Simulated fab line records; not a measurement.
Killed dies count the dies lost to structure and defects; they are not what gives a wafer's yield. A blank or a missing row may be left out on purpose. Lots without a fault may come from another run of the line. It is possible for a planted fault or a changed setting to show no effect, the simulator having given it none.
A single fault, viewed from 2 desks | flow nand_harc | each desk has only its own numbers; what lay behind them comes last

## AT THE TOOL OWNER'S DESK: pecvd_onon-01
The tool's own readings at NHARC_A_ONON_D1_DEP_22 (target thk 1000 nm): means of the sampled wafers that have a number, for each lot that ran on this tool. Any lot whose mean is over 4 standard deviations away from the usual mean is out of limits and marked OUT; that distance is given in the brackets.
Columns: A = sih4_flow_sccm at NHARC_A_ONON_D1_DEP_22, usual 210.1 sccm; B = susceptor_temp_C at NHARC_A_ONON_D1_DEP_22, usual 400.03 C
lot  | first seen here | A     | B
L278 | day 9 04:26     | 209.3 | 400.08
L280 | day 9 22:56     | 209.6 | 400.14
L281 | day 10 19:37    | 210.4 | 400.25
L283 | day 11 07:54    | 210.5 | 399.69
L293 | day 15 22:07    | 210.7 | 399.61
L296 | day 16 12:15    | 210.0 | 399.77
This desk found nothing out of limits on any of the 6 lots.

## THE METROLOGY DESK
What the gauges read, lot by lot, whatever tool the lot ran on: means of the sampled wafers that have a number. Any lot whose mean is over 4 standard deviations away from the usual mean is out of limits and marked OUT; that distance is given in the brackets.
Columns: A = thk_nm at NHARC_A_ONON_D1_THK_MEAS_08, usual 1001 nm; B = thk_nm at NHARC_A_ONON_D1_THK_MEAS_14, usual 996 nm; C = thk_nm at NHARC_A_ONON_D1_THK_MEAS_21, usual 1001 nm; D = thk_nm at NHARC_A_ONON_D1_THK_MEAS_24, usual 1002 nm
lot  | first seen here | A    | B    | C    | D
L276 | day 7 22:38     | 998  | 1001 | 992  | 994
L279 | day 8 18:50     | 1009 | 981  | 1004 | 1010
L278 | day 8 18:58     | 1007 | 1006 | 994  | 1001
L280 | day 9 13:22     | 993  | 989  | 989  | 1007
L281 | day 10 09:57    | 999  | 996  | 990  | 996
L283 | day 10 21:59    | 1015 | 991  | 994  | 982
L284 | day 11 08:26    | 1014 | 1004 | 998  | 1000
L285 | day 11 16:06    | 984  | 988  | 1017 | 990
L287 | day 12 00:46    | 999  | 1009 | 1013 | 1007
L286 | day 12 00:46    | 1005 | 980  | 1011 | 988
L289 | day 13 04:23    | 1009 | 992  | 992  | 1006
L293 | day 15 08:29    | 1001 | 1012 | 997  | 1135 (+14) OUT
L296 | day 16 02:45    | 989  | 968  | 1001 | 1113 (+12) OUT
L297 | day 16 19:23    | 996  | 1012 | 987  | 1004
Finding of this desk: L293, L296 out of limits; the first was L293 at day 15 22:34, on thk_nm at NHARC_A_ONON_D1_THK_MEAS_24. L276, L279, L278, L280, L281, L283, L284, L285, L287, L286, L289, L297: within limits.

## BROUGHT TOGETHER
L293, L296 would have let the metrology desk raise an alarm at day 15 22:34.
The desk of the tool owner found nothing out of limits.
On record at the tool owner's desk: L293, L296, within its limits.
On pecvd_onon-01, each named lot ran NHARC_A_ONON_D1_DEP_22.

## WHAT THE SIMULATOR HAD INSERTED
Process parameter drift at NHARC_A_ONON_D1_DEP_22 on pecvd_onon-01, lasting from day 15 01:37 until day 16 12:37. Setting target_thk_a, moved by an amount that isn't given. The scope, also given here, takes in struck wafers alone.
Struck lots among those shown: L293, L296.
Hours from the fault's start to each desk's first reading out of limits: the metrology desk, 21.
